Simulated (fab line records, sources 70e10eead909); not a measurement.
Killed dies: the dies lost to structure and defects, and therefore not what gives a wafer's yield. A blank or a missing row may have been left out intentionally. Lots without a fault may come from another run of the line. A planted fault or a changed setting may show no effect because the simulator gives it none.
2 desks looking at one fault    flow nandHarc    each desk holds nothing but its own numbers, with what lay behind them at the end

== METROLOGY DESK ==
Means of the sampled wafers that have a number, per lot and without regard to the tool the lot ran on: this is what the gauges read. The brackets show how far a lot's mean lies from the usual mean; more than 4 standard deviations puts the lot out of limits, marked OUT.
Columns: A = cdNm at NHARC_A_CONTACT_CD_MEAS_42, usual 199.7 nm
lot   first seen here  A
L663  day 17 04:56     199.8
L670  day 17 17:39     199.5
L669  day 17 21:58     199.2
L672  day 18 18:56     199.3
L673  day 19 05:08     199.7
L679  day 20 12:53     210.4 (+22) OUT
L680  day 20 18:57     208.5 (+18) OUT
L681  day 20 19:22     207.0 (+15) OUT
L685  day 21 16:19     200.2
L684  day 21 20:17     199.1
L686  day 22 06:12     199.7
This desk finds L679, L680, L681 out of limits, L679 being first, at day 20 12:53 (cdNm at NHARC_A_CONTACT_CD_MEAS_42). L663, L670, L669, L672, L673, L685, L684, L686: within limits.

== TOOL OWNER'S DESK, arfiScanner-03 ==
The tool's own readings at NHARC_A_CONTACT_EXPOSE_39 (exposes mask A CC 3): means of the sampled wafers that have a number, for each lot that ran on this tool. The brackets show how far a lot's mean lies from the usual mean; more than 4 standard deviations puts the lot out of limits, marked OUT.
Columns: A = exposureDoseMJCm2 at NHARC_A_CONTACT_EXPOSE_39, usual 58.78
lot   first seen here  A
L663  day 17 04:47     58.77
L670  day 17 17:31     58.72
L679  day 20 12:45     72.28 (+99 or more) OUT
L680  day 20 18:49     69.58 (+99 or more) OUT
L681  day 20 19:14     67.35 (+99 or more) OUT
This desk finds L679, L680, L681 out of limits, L679 being first, at day 20 12:45 (exposureDoseMJCm2 at NHARC_A_CONTACT_EXPOSE_39). L663, L670: within limits.

== TAKEN TOGETHER ==
On L679, L680, L681, at day 20 12:45, an alarm was possible from the tool owner's desk.
On L679, L680, L681, the metrology desk was in a position to raise an alarm at day 20 12:53.
The lots listed all ran NHARC_A_CONTACT_EXPOSE_39 on arfiScanner-03.

== WHAT THE SIMULATOR HAD PUT IN ==
Process parameter drift: arfiScanner-03, from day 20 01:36 on, at NHARC_A_CONTACT_EXPOSE_39. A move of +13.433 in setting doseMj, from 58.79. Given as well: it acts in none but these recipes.
Lots struck among those shown: L679, L680, L681.
Time in hours from fault onset to the first out-of-limits reading at each desk: tool owner's desk 11, metrology desk 11.
